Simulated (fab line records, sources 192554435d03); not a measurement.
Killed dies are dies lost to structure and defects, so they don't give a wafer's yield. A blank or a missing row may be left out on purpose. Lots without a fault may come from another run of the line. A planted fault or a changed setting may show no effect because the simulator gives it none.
Chamber matching | flow n5_finfet | N5_BEOL_M0_SAQP_SPACER2_ALD_26 on ald_sin-02: 4 sister chambers
The step deposits SiO2, target thk 15 nm, pulse time 1 s, purge time 2 s. 8 wafers are shown with their chamber, then 8 later ones without.

WAFERS WITH THEIR CHAMBER
wafer  | chamber | heater_power_outer_w (W) | heater_power_w (W)
L077.1 | 0       | 235                      | 447
L077.5 | 0       | 235                      | 455
L080.1 | 2       | 197                      | 353
L080.6 | 1       | 278                      | 526
L086.1 | 1       | 263                      | 475
L086.2 | 2       | 189                      | 353
L086.5 | 3       | 228                      | 426
L090.1 | 3       | 229                      | 419

WAFERS WITHOUT THEIR CHAMBER
wafer  | heater_power_outer_w (W) | heater_power_w (W)
L090.5 | 226                      | 434
L090.6 | 238                      | 437
L093.3 | 188                      | 357
L093.4 | 241                      | 451
L093.5 | 237                      | 457
L096.1 | 266                      | 481
L096.2 | 230                      | 424
L096.3 | 244                      | 450

WHICH CHAMBER EACH WENT THROUGH
wafer  | from the rows above     | in truth
L090.5 | can't be placed: 3 or 0 | 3
L090.6 | can't be placed: 0 or 3 | 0
L093.3 | 2                       | 2
L093.4 | can't be placed: 0 or 3 | 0
L093.5 | can't be placed: 0 or 3 | 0
L096.1 | 1                       | 1
L096.2 | can't be placed: 3 or 0 | 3
L096.3 | can't be placed: 0 or 3 | 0
Placed correctly: 2 of 8. Can't be placed from these rows: 6 (the true chamber is among the candidates in 6). Placed wrongly: 0.
How it was worked out, from the rows above alone: a wafer's distance from a chamber is the root of the sum, over the readings, of the square of ((its reading less the chamber's mean) divided by the reading's scatter). The wafer belongs to the nearest chamber; if the next one is less than 2 further off, it can't be placed. A chamber's mean is the mean of its shown wafers. The scatter: the root of (the sum of the squares of (reading less its chamber's mean) over the shown wafers, divided by (wafers less chambers)).
